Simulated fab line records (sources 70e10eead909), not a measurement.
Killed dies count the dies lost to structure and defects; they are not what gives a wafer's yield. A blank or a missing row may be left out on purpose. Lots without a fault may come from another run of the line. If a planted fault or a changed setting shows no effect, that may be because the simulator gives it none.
fab line records || flow nand-harc || part 2 of 2: steps 19 to 27 of 27
record {"lots": 5, "wafers": 15, "last-day": 31}
route steps=1302 shown A_CONTACT@1043
lots with no fault: from the same line, run without faults
start-h: hours from the record's first day to the start of the lot's first wafer shown || wait-h: hours since the lot's step before || " unchanged from the row above || L1.1+2: a row that stands for several wafers || - no value, or no start was given || * or withheld: withheld || < > ~ a bound
route shown NAME@n: NAME is a module with steps in the file, n the number in the route of the first one || usual: mean/standard deviation of fault-free wafers || same: alike in all rows || chamber/n: place in a boat || sites: per-site readings || _std_site: standard deviation of those values || _edge_site: inner sites' mean taken away from outer sites' mean || radius-mm: for every site, how far away it sits from the centre of the wafer || mask NAME#n: copy n || behind: tool/chamber where the wafer was last shaped || hold: the reason the lot was held/the length of the hold in hours/how it ended || device: the transistor (n, p or np) that didn't switch || end of line: tests of these same wafers at the route's end || step lacking rows: just its recipe || killed: dies that structure and defects cost at the first sort, which is not the same as the wafer's yield || map: shows each die of a wafer: x if killed, . if not, _ if none is there
set.NAME: the run value of the setting; set.NAME@STEP: its run value at that earlier step || model.NAME: the simulator's own value behind a step, which no gauge read
a table for each step, a row for each wafer; lots at some steps of the route
services: a tool's chamber out of use, with start hour (start-h, from the record's first day; less than 0 if before it), hours out, and reason
## steps
# step NHARC_A_CONTACT_STRIP_104
# recipe {"cf4-flow-sccm": 100, "chf3-flow-sccm": 30, "ar-flow-sccm": 0, "bias-w": 0, "chemistry": "CF4/CHF3"}
{"lot.wafer": "L074.1+6+5", "tool": "rie-diel-12", "chamber": "1,1,2", "start-h": 518.63, "wait-h": 0.1}
{"lot.wafer": "L080.1+2+5", "tool": "rie-diel-02", "chamber": "0,1,3", "start-h": 594.36, "wait-h": 0.1}
{"lot.wafer": "L083.1+4+5", "tool": "rie-diel-02", "chamber": "0,3,1", "start-h": 595.62, "wait-h": 0.1}
{"lot.wafer": "L085.4+2+5", "tool": "rie-diel-05", "chamber": "0,1,0", "start-h": 620.95, "wait-h": 0.1}
{"lot.wafer": "L090.3+2+6", "tool": "rie-diel-05", "chamber": "0,1,1", "start-h": 677.22, "wait-h": 0.1}
# step NHARC_A_CONTACT_STRIP_105
# recipe {"o2-flow-sccm": 400, "cos-flow-sccm": 20, "ar-flow-sccm": 0, "bias-w": 0, "chemistry": "O2/COS"}
{"lot.wafer": "L074.1+6+5", "tool": "rie-diel-12", "chamber": "2,1,2", "start-h": 518.70, "wait-h": 0.1}
{"lot.wafer": "L080.2+1+5", "tool": "rie-diel-02", "chamber": "0,1,3", "start-h": 594.42, "wait-h": 0.1}
{"lot.wafer": "L083.1+4+5", "tool": "rie-diel-02", "chamber": "1,2,3", "start-h": 595.69, "wait-h": 0.1}
{"lot.wafer": "L085.4+2+5", "tool": "rie-diel-05", "chamber": "0,3,1", "start-h": 621.01, "wait-h": 0.1}
{"lot.wafer": "L090.3+2+6", "tool": "rie-diel-05", "chamber": "3,0,2", "start-h": 677.32, "wait-h": 0.1}
# step NHARC_A_CONTACT_ETCH_106
# recipe {"target-depth-a": 900, "overetch-a": 90, "time-s": 49.5, "ion-energy-ev": 100, "cf4-flow-sccm": 80, "o2-flow-sccm": 20, "ar-flow-sccm": 0, "rf-w": 300, "bias-w": 100, "chemistry": "CF4/O2"}
# usual {"bias-w": "100.0/0.31", "drypump-motor-current-A": "5.8/0.43", "oes-product-au": "0.994/0.012", "rf-vpp-V": "197.9/1.5", "showerhead-plenum-p-Torr": "1.34/0.067", "throttle-valve-pct": "13.397/0.0083"}
# same {"time-s": 49.5}
{"lot.wafer": "L074.1", "tool": "rie-diel-12", "chamber": 1, "start-h": 518.76, "wait-h": 0.1, "bias-w": 99.4, "drypump-motor-current-A": 6.5, "oes-product-au": 1.000, "rf-hours-counter-h": 19, "rf-vpp-V": 197.2, "showerhead-plenum-p-Torr": 1.31, "throttle-valve-pct": 13.396}
{"lot.wafer": "L074.5", "tool": "rie-diel-12", "chamber": 0, "start-h": 518.76, "wait-h": 0.1, "bias-w": 99.6, "drypump-motor-current-A": 4.9, "oes-product-au": 1.005, "rf-hours-counter-h": "-", "rf-vpp-V": 196.5, "showerhead-plenum-p-Torr": 1.24, "throttle-valve-pct": 13.395}
{"lot.wafer": "L074.6", "tool": "rie-diel-12", "chamber": 1, "start-h": 518.76, "wait-h": 0.1, "bias-w": 99.7, "drypump-motor-current-A": 6.5, "oes-product-au": 1.002, "rf-hours-counter-h": "-", "rf-vpp-V": 197.7, "showerhead-plenum-p-Torr": 1.31, "throttle-valve-pct": 13.399}
{"lot.wafer": "L080.1", "tool": "rie-diel-02", "chamber": 2, "start-h": 594.50, "wait-h": 0.1, "bias-w": 99.9, "drypump-motor-current-A": 6.6, "oes-product-au": 1.010, "rf-hours-counter-h": 9, "rf-vpp-V": 197.2, "showerhead-plenum-p-Torr": 1.30, "throttle-valve-pct": 13.395}
{"lot.wafer": "L080.2", "tool": "rie-diel-02", "chamber": 0, "start-h": 594.50, "wait-h": 0.1, "bias-w": 99.8, "drypump-motor-current-A": 5.8, "oes-product-au": 1.008, "rf-hours-counter-h": 5, "rf-vpp-V": 198.4, "showerhead-plenum-p-Torr": 1.42, "throttle-valve-pct": 13.397}
{"lot.wafer": "L080.5", "tool": "rie-diel-02", "chamber": 2, "start-h": 594.50, "wait-h": 0.1, "bias-w": 99.8, "drypump-motor-current-A": 6.6, "oes-product-au": 0.990, "rf-hours-counter-h": "-", "rf-vpp-V": 196.6, "showerhead-plenum-p-Torr": 1.30, "throttle-valve-pct": 13.395}
{"lot.wafer": "L083.1", "tool": "rie-diel-02", "chamber": 0, "start-h": 595.74, "wait-h": 0.1, "bias-w": 99.3, "drypump-motor-current-A": 5.8, "oes-product-au": 0.999, "rf-hours-counter-h": 5, "rf-vpp-V": 200.0, "showerhead-plenum-p-Torr": 1.42, "throttle-valve-pct": 13.400}
{"lot.wafer": "L083.4", "tool": "rie-diel-02", "chamber": 3, "start-h": 595.74, "wait-h": 0.1, "bias-w": 100.2, "drypump-motor-current-A": 5.9, "oes-product-au": 0.989, "rf-hours-counter-h": 8, "rf-vpp-V": 198.9, "showerhead-plenum-p-Torr": 1.28, "throttle-valve-pct": 13.402}
{"lot.wafer": "L083.5", "tool": "rie-diel-02", "chamber": 1, "start-h": 595.74, "wait-h": 0.1, "bias-w": 100.0, "drypump-motor-current-A": 5.0, "oes-product-au": 1.004, "rf-hours-counter-h": "-", "rf-vpp-V": 200.7, "showerhead-plenum-p-Torr": 1.43, "throttle-valve-pct": 13.396}
{"lot.wafer": "L085.4", "tool": "rie-diel-05", "chamber": 1, "start-h": 621.07, "wait-h": 0.1, "bias-w": 100.3, "drypump-motor-current-A": 6.2, "oes-product-au": 0.974, "rf-hours-counter-h": 6, "rf-vpp-V": 198.7, "showerhead-plenum-p-Torr": 1.39, "throttle-valve-pct": 13.405}
{"lot.wafer": "L085.2", "tool": "rie-diel-05", "chamber": 3, "start-h": 621.07, "wait-h": 0.1, "bias-w": 100.0, "drypump-motor-current-A": 5.7, "oes-product-au": 0.991, "rf-hours-counter-h": 6, "rf-vpp-V": 199.2, "showerhead-plenum-p-Torr": 1.36, "throttle-valve-pct": 13.402}
{"lot.wafer": "L085.5", "tool": "rie-diel-05", "chamber": 1, "start-h": 621.07, "wait-h": 0.1, "bias-w": 100.1, "drypump-motor-current-A": 6.2, "oes-product-au": 0.970, "rf-hours-counter-h": "-", "rf-vpp-V": 198.9, "showerhead-plenum-p-Torr": 1.39, "throttle-valve-pct": 13.396}
{"lot.wafer": "L090.3", "tool": "rie-diel-05", "chamber": 0, "start-h": 677.39, "wait-h": 0.1, "bias-w": 100.0, "drypump-motor-current-A": 6.0, "oes-product-au": 0.977, "rf-hours-counter-h": 15, "rf-vpp-V": 195.0, "showerhead-plenum-p-Torr": 1.23, "throttle-valve-pct": 13.402}
{"lot.wafer": "L090.2", "tool": "rie-diel-05", "chamber": 2, "start-h": 677.39, "wait-h": 0.1, "bias-w": 100.2, "drypump-motor-current-A": 5.8, "oes-product-au": 0.987, "rf-hours-counter-h": 13, "rf-vpp-V": 195.8, "showerhead-plenum-p-Torr": 1.30, "throttle-valve-pct": 13.400}
{"lot.wafer": "L090.6", "tool": "rie-diel-05", "chamber": 0, "start-h": 677.39, "wait-h": 0.1, "bias-w": 100.2, "drypump-motor-current-A": 6.0, "oes-product-au": 0.980, "rf-hours-counter-h": "-", "rf-vpp-V": 195.5, "showerhead-plenum-p-Torr": 1.23, "throttle-valve-pct": 13.390}
# step NHARC_A_CONTACT_STRIP_82
# recipe {"o2-flow-sccm": 500, "ar-flow-sccm": 0, "bias-w": 0, "chemistry": "O2"}
# usual {"drypump-motor-current-A": "5.8/0.45", "oes-product-au": "0.995/0.0093", "rf-vpp-V": "57.9/1", "showerhead-plenum-p-Torr": "3.53/0.17", "throttle-valve-pct": "17.036/0.0092"}
# same {"bias-w": 0}
{"lot.wafer": "L074.1", "tool": "rie-diel-12", "chamber": 3, "start-h": "-", "wait-h": "-", "drypump-motor-current-A": 5.7, "oes-product-au": 0.989, "rf-hours-counter-h": 23, "rf-vpp-V": 59.9, "showerhead-plenum-p-Torr": 3.61, "throttle-valve-pct": 17.041}
{"lot.wafer": "L074.6", "tool": "rie-diel-12", "chamber": 0, "start-h": "-", "wait-h": "-", "drypump-motor-current-A": 4.9, "oes-product-au": 0.999, "rf-hours-counter-h": "-", "rf-vpp-V": 55.3, "showerhead-plenum-p-Torr": 3.30, "throttle-valve-pct": 17.037}
{"lot.wafer": "L074.5", "tool": "rie-diel-12", "chamber": 1, "start-h": "-", "wait-h": "-", "drypump-motor-current-A": 6.5, "oes-product-au": 1.006, "rf-hours-counter-h": "-", "rf-vpp-V": 56.9, "showerhead-plenum-p-Torr": 3.47, "throttle-valve-pct": 17.028}
{"lot.wafer": "L080.1", "tool": "rie-diel-02", "chamber": 1, "start-h": "-", "wait-h": "-", "drypump-motor-current-A": 5.0, "oes-product-au": 1.002, "rf-hours-counter-h": 6, "rf-vpp-V": 58.8, "showerhead-plenum-p-Torr": 3.77, "throttle-valve-pct": 17.043}
{"lot.wafer": "L080.2", "tool": "rie-diel-02", "chamber": 0, "start-h": "-", "wait-h": "-", "drypump-motor-current-A": 5.8, "oes-product-au": 1.014, "rf-hours-counter-h": 5, "rf-vpp-V": 58.8, "showerhead-plenum-p-Torr": 3.74, "throttle-valve-pct": 17.029}
{"lot.wafer": "L080.5", "tool": "rie-diel-02", "chamber": 1, "start-h": "-", "wait-h": "-", "drypump-motor-current-A": 5.0, "oes-product-au": 1.015, "rf-hours-counter-h": "-", "rf-vpp-V": 57.8, "showerhead-plenum-p-Torr": 3.77, "throttle-valve-pct": 17.034}
{"lot.wafer": "L083.4", "tool": "rie-diel-02", "chamber": 1, "start-h": "-", "wait-h": "-", "drypump-motor-current-A": 5.0, "oes-product-au": 1.010, "rf-hours-counter-h": 6, "rf-vpp-V": 59.2, "showerhead-plenum-p-Torr": 3.77, "throttle-valve-pct": 17.044}
{"lot.wafer": "L083.1", "tool": "rie-diel-02", "chamber": 0, "start-h": "-", "wait-h": "-", "drypump-motor-current-A": 5.8, "oes-product-au": 1.006, "rf-hours-counter-h": 5, "rf-vpp-V": 58.8, "showerhead-plenum-p-Torr": 3.74, "throttle-valve-pct": 17.042}
{"lot.wafer": "L083.5", "tool": "rie-diel-02", "chamber": 2, "start-h": "-", "wait-h": "-", "drypump-motor-current-A": 6.6, "oes-product-au": 0.997, "rf-hours-counter-h": "-", "rf-vpp-V": 55.5, "showerhead-plenum-p-Torr": 3.44, "throttle-valve-pct": 17.053}
{"lot.wafer": "L085.2", "tool": "rie-diel-05", "chamber": 1, "start-h": "-", "wait-h": "-", "drypump-motor-current-A": 6.2, "oes-product-au": 0.977, "rf-hours-counter-h": 6, "rf-vpp-V": 56.4, "showerhead-plenum-p-Torr": 3.67, "throttle-valve-pct": 17.032}
{"lot.wafer": "L085.4", "tool": "rie-diel-05", "chamber": 2, "start-h": "-", "wait-h": "-", "drypump-motor-current-A": 5.9, "oes-product-au": 0.999, "rf-hours-counter-h": 4, "rf-vpp-V": 58.6, "showerhead-plenum-p-Torr": 3.43, "throttle-valve-pct": 17.016}
{"lot.wafer": "L085.5", "tool": "rie-diel-05", "chamber": 1, "start-h": "-", "wait-h": "-", "drypump-motor-current-A": 6.2, "oes-product-au": 0.985, "rf-hours-counter-h": "-", "rf-vpp-V": 58.6, "showerhead-plenum-p-Torr": 3.67, "throttle-valve-pct": 17.039}
{"lot.wafer": "L090.2", "tool": "rie-diel-05", "chamber": 1, "start-h": "-", "wait-h": "-", "drypump-motor-current-A": 6.2, "oes-product-au": 0.990, "rf-hours-counter-h": 15, "rf-vpp-V": 58.7, "showerhead-plenum-p-Torr": 3.66, "throttle-valve-pct": 17.042}
{"lot.wafer": "L090.3", "tool": "rie-diel-05", "chamber": 2, "start-h": "-", "wait-h": "-", "drypump-motor-current-A": 5.9, "oes-product-au": 0.995, "rf-hours-counter-h": 13, "rf-vpp-V": 57.2, "showerhead-plenum-p-Torr": 3.43, "throttle-valve-pct": 17.042}
{"lot.wafer": "L090.6", "tool": "rie-diel-05", "chamber": 1, "start-h": "-", "wait-h": "-", "drypump-motor-current-A": 6.2, "oes-product-au": 0.996, "rf-hours-counter-h": "-", "rf-vpp-V": 58.5, "showerhead-plenum-p-Torr": 3.66, "throttle-valve-pct": 17.031}
# step NHARC_A_CONTACT_STRIP_83
# recipe {"time-s": 600, "temp-c": 30, "chemistry": "post-etch-residue-remover"}
# same {"time-s": 600}
{"lot.wafer": "L074.1+5+6", "tool": "wet-bench-06", "chamber": "6,0,2", "start-h": 519.15, "wait-h": "-"}
{"lot.wafer": "L080.5+1+2", "tool": "wet-bench-05", "chamber": "0,1,2", "start-h": 594.91, "wait-h": "-"}
{"lot.wafer": "L083.5+1+4", "tool": "wet-bench-07", "chamber": "6,0,3", "start-h": 596.13, "wait-h": "-"}
{"lot.wafer": "L085.5+2+4", "tool": "wet-bench-06", "chamber": "4,6,1", "start-h": 621.47, "wait-h": "-"}
{"lot.wafer": "L090.2+6+3", "tool": "wet-bench-06", "chamber": "0,1,2", "start-h": 677.80, "wait-h": "-"}
# step NHARC_A_CONTACT_DEP_84
# recipe {"target-thk-a": 28000, "temp-c": 400, "material": "aC"}
# usual {"throttle-valve-pct": "35.000/0.0099"}
{"lot.wafer": "L074.1", "tool": "acl-dep-01", "chamber": 0, "start-h": 519.41, "wait-h": "-", "throttle-valve-pct": 35.012}
{"lot.wafer": "L074.5", "tool": "acl-dep-01", "chamber": 0, "start-h": 520.55, "wait-h": "-", "throttle-valve-pct": 35.010}
{"lot.wafer": "L074.6", "tool": "acl-dep-01", "chamber": 0, "start-h": 520.55, "wait-h": "-", "throttle-valve-pct": 34.993}
{"lot.wafer": "L080.1", "tool": "acl-dep-01", "chamber": 0, "start-h": 595.15, "wait-h": "-", "throttle-valve-pct": 34.992}
{"lot.wafer": "L080.2", "tool": "acl-dep-01", "chamber": 0, "start-h": 595.15, "wait-h": "-", "throttle-valve-pct": 35.012}
{"lot.wafer": "L080.5", "tool": "acl-dep-01", "chamber": 0, "start-h": 595.15, "wait-h": "-", "throttle-valve-pct": 34.990}
{"lot.wafer": "L083.1", "tool": "acl-dep-02", "chamber": 0, "start-h": 596.40, "wait-h": "-", "throttle-valve-pct": 34.997}
{"lot.wafer": "L083.4", "tool": "acl-dep-02", "chamber": 0, "start-h": 596.40, "wait-h": "-", "throttle-valve-pct": 35.016}
{"lot.wafer": "L083.5", "tool": "acl-dep-02", "chamber": 0, "start-h": 596.40, "wait-h": "-", "throttle-valve-pct": 35.014}
{"lot.wafer": "L085.2", "tool": "acl-dep-02", "chamber": 0, "start-h": 624.75, "wait-h": "-", "throttle-valve-pct": 35.011}
{"lot.wafer": "L085.4", "tool": "acl-dep-02", "chamber": 0, "start-h": 624.75, "wait-h": "-", "throttle-valve-pct": 35.006}
{"lot.wafer": "L085.5", "tool": "acl-dep-02", "chamber": 0, "start-h": 624.75, "wait-h": "-", "throttle-valve-pct": 35.000}
{"lot.wafer": "L090.2", "tool": "acl-dep-03", "chamber": 0, "start-h": 680.47, "wait-h": "-", "throttle-valve-pct": 35.003}
{"lot.wafer": "L090.3", "tool": "acl-dep-03", "chamber": 0, "start-h": 680.47, "wait-h": "-", "throttle-valve-pct": 34.989}
{"lot.wafer": "L090.6", "tool": "acl-dep-03", "chamber": 0, "start-h": 680.47, "wait-h": "-", "throttle-valve-pct": 35.021}
# step NHARC_A_CONTACT_DEP_85
# recipe {"target-thk-a": 600, "target-thk-nm": 60, "temp-c": 400, "pressure-torr": 3.5, "flow-sccm": 200, "rf-w": 350, "material": "SiON"}
# usual {"heater-power-outer-w": "432/62", "heater-power-w": "735/100"}
{"lot.wafer": "L074.1", "tool": "pecvd-02", "chamber": 0, "start-h": 521.17, "wait-h": 1.5, "heater-power-outer-w": 390, "heater-power-w": 648}
{"lot.wafer": "L074.6", "tool": "pecvd-02", "chamber": 2, "start-h": 521.17, "wait-h": 1.5, "heater-power-outer-w": 388, "heater-power-w": 649}
{"lot.wafer": "L074.5", "tool": "pecvd-02", "chamber": 1, "start-h": 521.17, "wait-h": 1.5, "heater-power-outer-w": 474, "heater-power-w": 848}
{"lot.wafer": "L080.1", "tool": "pecvd-01", "chamber": 1, "start-h": 596.90, "wait-h": 1.5, "heater-power-outer-w": 531, "heater-power-w": 916}
{"lot.wafer": "L080.2", "tool": "pecvd-01", "chamber": 0, "start-h": 596.90, "wait-h": 1.5, "heater-power-outer-w": 348, "heater-power-w": 543}
{"lot.wafer": "L080.5", "tool": "pecvd-01", "chamber": 1, "start-h": 596.90, "wait-h": 1.5, "heater-power-outer-w": 536, "heater-power-w": 936}
{"lot.wafer": "L083.1", "tool": "pecvd-03", "chamber": 0, "start-h": 598.16, "wait-h": 1.5, "heater-power-outer-w": 428, "heater-power-w": 738}
{"lot.wafer": "L083.4", "tool": "pecvd-03", "chamber": 1, "start-h": 598.16, "wait-h": 1.5, "heater-power-outer-w": 484, "heater-power-w": 848}
{"lot.wafer": "L083.5", "tool": "pecvd-03", "chamber": 2, "start-h": 598.16, "wait-h": 1.5, "heater-power-outer-w": 441, "heater-power-w": 703}
{"lot.wafer": "L085.2", "tool": "pecvd-03", "chamber": 1, "start-h": 626.23, "wait-h": 1.2, "heater-power-outer-w": 457, "heater-power-w": 816}
{"lot.wafer": "L085.4", "tool": "pecvd-03", "chamber": 0, "start-h": 626.23, "wait-h": 1.2, "heater-power-outer-w": 329, "heater-power-w": 616}
{"lot.wafer": "L085.5", "tool": "pecvd-03", "chamber": 2, "start-h": 626.23, "wait-h": 1.2, "heater-power-outer-w": 489, "heater-power-w": 756}
{"lot.wafer": "L090.3", "tool": "pecvd-03", "chamber": 2, "start-h": 681.91, "wait-h": 0.9, "heater-power-outer-w": 512, "heater-power-w": 805}
{"lot.wafer": "L090.2", "tool": "pecvd-03", "chamber": 0, "start-h": 681.91, "wait-h": 0.9, "heater-power-outer-w": 420, "heater-power-w": 724}
{"lot.wafer": "L090.6", "tool": "pecvd-03", "chamber": 0, "start-h": 681.91, "wait-h": 0.9, "heater-power-outer-w": 421, "heater-power-w": 720}
# step NHARC_A_CONTACT_DEHYDRATE_00
# recipe {"temp-c": 150, "time-s": 120}
# usual {"resist-line-temp-C": "23.01/0.11"}
# same {"time-s": 120}
{"lot.wafer": "L074.1", "tool": "litho-track-01", "chamber": 0, "start-h": 521.41, "wait-h": 0.2, "resist-line-temp-C": 23.18}
{"lot.wafer": "L074.5", "tool": "litho-track-01", "chamber": 0, "start-h": 521.41, "wait-h": 0.2, "resist-line-temp-C": 23.21}
{"lot.wafer": "L074.6", "tool": "litho-track-01", "chamber": 0, "start-h": 521.41, "wait-h": 0.2, "resist-line-temp-C": 23.06}
{"lot.wafer": "L080.1", "tool": "litho-track-04", "chamber": 0, "start-h": 597.17, "wait-h": 0.2, "resist-line-temp-C": 22.93}
{"lot.wafer": "L080.2", "tool": "litho-track-04", "chamber": 0, "start-h": 597.17, "wait-h": 0.2, "resist-line-temp-C": 23.19}
{"lot.wafer": "L080.5", "tool": "litho-track-04", "chamber": 0, "start-h": 597.17, "wait-h": 0.2, "resist-line-temp-C": 23.08}
{"lot.wafer": "L083.1", "tool": "litho-track-01", "chamber": 0, "start-h": 598.43, "wait-h": 0.2, "resist-line-temp-C": 22.80}
{"lot.wafer": "L083.4", "tool": "litho-track-01", "chamber": 0, "start-h": 598.43, "wait-h": 0.2, "resist-line-temp-C": 22.85}
{"lot.wafer": "L083.5", "tool": "litho-track-01", "chamber": 0, "start-h": 598.43, "wait-h": 0.2, "resist-line-temp-C": 22.90}
{"lot.wafer": "L085.2", "tool": "litho-track-01", "chamber": 0, "start-h": 626.48, "wait-h": 0.2, "resist-line-temp-C": 23.19}
{"lot.wafer": "L085.4", "tool": "litho-track-01", "chamber": 0, "start-h": 626.48, "wait-h": 0.2, "resist-line-temp-C": 23.17}
{"lot.wafer": "L085.5", "tool": "litho-track-01", "chamber": 0, "start-h": 626.48, "wait-h": 0.2, "resist-line-temp-C": 23.32}
{"lot.wafer": "L090.2", "tool": "litho-track-06", "chamber": 0, "start-h": 682.18, "wait-h": 0.2, "resist-line-temp-C": 22.89}
{"lot.wafer": "L090.3", "tool": "litho-track-06", "chamber": 0, "start-h": 682.18, "wait-h": 0.2, "resist-line-temp-C": 22.88}
{"lot.wafer": "L090.6", "tool": "litho-track-06", "chamber": 0, "start-h": 682.18, "wait-h": 0.2, "resist-line-temp-C": 22.99}
# step NHARC_A_CONTACT_HMDS_01
# recipe {"time-s": 30}
# usual {"resist-line-temp-C": "23.02/0.086"}
# same {"time-s": 30}
{"lot.wafer": "L074.1", "tool": "litho-track-01", "chamber": 0, "start-h": "-", "wait-h": "-", "resist-line-temp-C": 23.02}
{"lot.wafer": "L074.5", "tool": "litho-track-01", "chamber": 0, "start-h": "-", "wait-h": "-", "resist-line-temp-C": 23.00}
{"lot.wafer": "L074.6", "tool": "litho-track-01", "chamber": 0, "start-h": "-", "wait-h": "-", "resist-line-temp-C": 22.99}
{"lot.wafer": "L080.1", "tool": "litho-track-04", "chamber": 0, "start-h": "-", "wait-h": "-", "resist-line-temp-C": 22.87}
{"lot.wafer": "L080.2", "tool": "litho-track-04", "chamber": 0, "start-h": "-", "wait-h": "-", "resist-line-temp-C": 23.12}
{"lot.wafer": "L080.5", "tool": "litho-track-04", "chamber": 0, "start-h": "-", "wait-h": "-", "resist-line-temp-C": 23.02}
{"lot.wafer": "L083.1", "tool": "litho-track-01", "chamber": 0, "start-h": "-", "wait-h": "-", "resist-line-temp-C": 23.01}
{"lot.wafer": "L083.4", "tool": "litho-track-01", "chamber": 0, "start-h": "-", "wait-h": "-", "resist-line-temp-C": 22.95}
{"lot.wafer": "L083.5", "tool": "litho-track-01", "chamber": 0, "start-h": "-", "wait-h": "-", "resist-line-temp-C": 23.09}
{"lot.wafer": "L085.2", "tool": "litho-track-01", "chamber": 0, "start-h": "-", "wait-h": "-", "resist-line-temp-C": 23.14}
{"lot.wafer": "L085.4", "tool": "litho-track-01", "chamber": 0, "start-h": "-", "wait-h": "-", "resist-line-temp-C": 23.03}
{"lot.wafer": "L085.5", "tool": "litho-track-01", "chamber": 0, "start-h": "-", "wait-h": "-", "resist-line-temp-C": 22.91}
{"lot.wafer": "L090.2", "tool": "litho-track-06", "chamber": 0, "start-h": "-", "wait-h": "-", "resist-line-temp-C": 23.02}
{"lot.wafer": "L090.3", "tool": "litho-track-06", "chamber": 0, "start-h": "-", "wait-h": "-", "resist-line-temp-C": 23.09}
{"lot.wafer": "L090.6", "tool": "litho-track-06", "chamber": 0, "start-h": "-", "wait-h": "-", "resist-line-temp-C": 23.06}
## services
{"tool": "pecvd-01", "chamber": "-", "start-h": 492.00, "hours": 13.0, "kind": "pm"}
{"tool": "har-cap-etch-01", "chamber": "-", "start-h": 497.00, "hours": 17.0, "kind": "pm"}
{"tool": "pecvd-03", "chamber": 0, "start-h": 498.29, "hours": 20.0, "kind": "repair"}
{"tool": "litho-track-01", "chamber": "-", "start-h": 505.00, "hours": 7.0, "kind": "pm"}
{"tool": "pecvd-02", "chamber": "-", "start-h": 505.33, "hours": 0.4, "kind": "repair"}
{"tool": "wet-bench-07", "chamber": "-", "start-h": 512.00, "hours": 8.0, "kind": "pm"}
{"tool": "litho-track-06", "chamber": "-", "start-h": 529.00, "hours": 7.0, "kind": "pm"}
{"tool": "wet-bench-06", "chamber": "-", "start-h": 545.75, "hours": 8.0, "kind": "pm"}
{"tool": "rie-diel-02", "chamber": 2, "start-h": 547.77, "hours": 7.8, "kind": "repair"}
{"tool": "pecvd-03", "chamber": "-", "start-h": 548.44, "hours": 13.0, "kind": "pm"}
{"tool": "litho-track-04", "chamber": "-", "start-h": 553.00, "hours": 7.0, "kind": "pm"}
{"tool": "acl-dep-01", "chamber": "-", "start-h": 554.23, "hours": 13.0, "kind": "pm"}
{"tool": "rie-diel-02", "chamber": "-", "start-h": 571.46, "hours": 9.0, "kind": "pm"}
{"tool": "rie-diel-05", "chamber": "-", "start-h": 583.60, "hours": 9.0, "kind": "pm"}
{"tool": "pecvd-02", "chamber": "-", "start-h": 589.50, "hours": 13.0, "kind": "pm"}
{"tool": "acl-dep-02", "chamber": "-", "start-h": 607.56, "hours": 13.0, "kind": "pm"}
{"tool": "pecvd-02", "chamber": 2, "start-h": 609.37, "hours": 2.5, "kind": "repair"}
{"tool": "pecvd-02", "chamber": 1, "start-h": 612.37, "hours": 20.8, "kind": "repair"}
{"tool": "wet-bench-05", "chamber": "-", "start-h": 612.80, "hours": 8.0, "kind": "pm"}
{"tool": "rie-diel-12", "chamber": "-", "start-h": 625.42, "hours": 9.0, "kind": "pm"}
{"tool": "rie-diel-02", "chamber": 3, "start-h": 640.50, "hours": 3.0, "kind": "repair"}
{"tool": "pecvd-01", "chamber": 2, "start-h": 640.94, "hours": 8.0, "kind": "repair"}
{"tool": "acl-dep-03", "chamber": "-", "start-h": 665.35, "hours": 13.0, "kind": "pm"}
{"tool": "litho-track-01", "chamber": "-", "start-h": 680.00, "hours": 7.0, "kind": "pm"}
